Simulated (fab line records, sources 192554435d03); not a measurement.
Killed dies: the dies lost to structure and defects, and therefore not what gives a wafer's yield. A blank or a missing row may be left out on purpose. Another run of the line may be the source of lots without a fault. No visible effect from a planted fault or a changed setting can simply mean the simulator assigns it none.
Split-lot study    flow n5 finfet    39 wafers read from 7 lots, route of 1938 steps

ON THE SPLIT
At N5_BEOL_M12_DEP_53 (deposits SiCN from 3MS/NH3, target thk 30 nm, time 10.5 s), the setting target thk a was moved away from the recipe's 300 angstrom on 15 of the 39 wafers read, by -41.2% to +57.9%. All remaining wafers had this setting at the recipe value.

Reading taken at the split's own step.

THE READING
SiCN_of_BEOL_M12_DEP_53.thk nm (the simulator's own value, which no gauge read), in nm, at N5_BEOL_M12_DEP_53 (deposits SiCN from 3MS/NH3, target thk 30 nm, time 10.5 s). The file does not state a usual value for it. The 24 wafers here that ran the recipe average 30.1 nm, standard deviation 0.35 nm.

wafer   tool, chamber at the split  target thk a as run, angstrom  against the recipe  SiCN_of_BEOL_M12_DEP_53.thk nm, nm  against lot-mates on the recipe
L074.1  pecvd-04, 1,0               300                            recipe              29.8                                -
L074.2  pecvd-04, 1,0               300                            recipe              29.8                                -
L074.3  pecvd-04, 2                 300                            recipe              30                                  -
L074.4  pecvd-04, 1,2               460                            +53.3%              46.2                                +16.3
L074.6  pecvd-04, 1,2               460                            +53.3%              46.2                                +16.3
L074.5  pecvd-04, 0                 460                            +53.3%              46                                  +16.1
L077.1  pecvd-01, 1                 225.6                          -24.8%              21.8                                -8.0
L077.2  pecvd-01, 0                 225.6                          -24.8%              22.2                                -7.6
L077.3  pecvd-01, 2                 300                            recipe              29.6                                -
L077.4  pecvd-01, 2                 300                            recipe              29.8                                -
L077.5  pecvd-01, 0                 300                            recipe              30                                  -
L077.6  pecvd-01, 1                 225.6                          -24.8%              22.4                                -7.4
L078.1  pecvd-03, 2                 176.5                          -41.2%              18                                  -12.3
L078.2  pecvd-03, 1,0               300                            recipe              30.4                                -
L078.5  pecvd-03, 1,0               300                            recipe              30.4                                -
L078.3  pecvd-03, 0                 176.5                          -41.2%              17.6                                -12.7
L078.4  pecvd-03, 2                 176.5                          -41.2%              18.2                                -12.1
L078.6  pecvd-03, 1                 300                            recipe              30.2                                -
L086.1  pecvd-01, 1,2               300                            recipe              29.6                                -
L086.3  pecvd-01, 1,2               300                            recipe              29.6                                -
L086.2  pecvd-01, 0                 408.4                          +36.1%              40.6                                +10.8
L086.4  pecvd-01, 2                 408.4                          +36.1%              41.4                                +11.6
L086.5  pecvd-01, 0                 408.4                          +36.1%              41.6                                +11.8
L086.6  pecvd-01, 1                 300                            recipe              30.2                                -
L088.1  pecvd-03, 2                 473.6                          +57.9%              47.6                                +17.0
L088.2  pecvd-03, 1                 473.6                          +57.9%              47.4                                +16.8
L088.3  pecvd-03, 0                 473.6                          +57.9%              47                                  +16.4
L088.4  pecvd-03, 1,2,0             300                            recipe              30.6                                -
L088.5  pecvd-03, 1,2,0             300                            recipe              30.6                                -
L088.6  pecvd-03, 1,2,0             300                            recipe              30.6                                -
L089.2  pecvd-03, 1                 300                            recipe              30.2                                -
L089.3  pecvd-03, 0,2               300                            recipe              30.4                                -
L089.4  pecvd-03, 0,2               300                            recipe              30.4                                -
L090.1  pecvd-04, 1                 300                            recipe              29.8                                -
L090.2  pecvd-04, 2,0               300                            recipe              29.6                                -
L090.3  pecvd-04, 2,0               300                            recipe              29.6                                -
L090.4  pecvd-04, 2                 300                            recipe              30.4                                -
L090.5  pecvd-04, 1                 300                            recipe              30.2                                -
L090.6  pecvd-04, 0                 300                            recipe              30                                  -
Rows listing several chambers each stand for several wafers; the file does not say which wafer went through which chamber.

THE FIT
A straight line over all 39 wafers: SiCN_of_BEOL_M12_DEP_53.thk nm changes by +0.301 nm for each +1% of target thk a; r = +1.00; the points scatter about the line by 0.37 nm.
The same after taking each lot's own level away (the mean of its wafers on the recipe; 39 wafers): +0.301 nm for each +1%; r = +1.00; scatter 0.35 nm.
That fit puts the effect of the largest move of target thk a on the reading at 17 nm.
Measured against the standard deviation above, the lots' own levels, which go from 29.80 to 30.60 nm, span 2.3 times it.
So the lot-to-lot level changes the slope little: the two slopes agree.
Check: +17.4 nm against its lot-mates is what the line predicts for one of the wafers moved furthest among these (+57.9%) when that wafer is left out of the fit. It came out at +17 nm against them.

THESE WAFERS: OTHER SPLITS
Before the reading, these wafers also passed through other splits. Each is held against what the fit with the lots' levels taken away leaves over:
other split on the same wafers     wafers away from the commonest value  r with SiCN_of_BEOL_M12_DEP_53.thk nm (lot level and that fit taken away)
N5_BEOL_M4_DESCUM_33 time s        9                                     +0.10
N5_BEOL_M5_HM_DEP_02 target thk a  9                                     -0.13
N5_BEOL_M9_HM_DEP_02 target thk a  15                                    +0.20

FILE'S OWN FIT
SiCN_of_BEOL_M12_DEP_53.thk nm changes by +0.301 nm for each +1% of target thk a, r = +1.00.
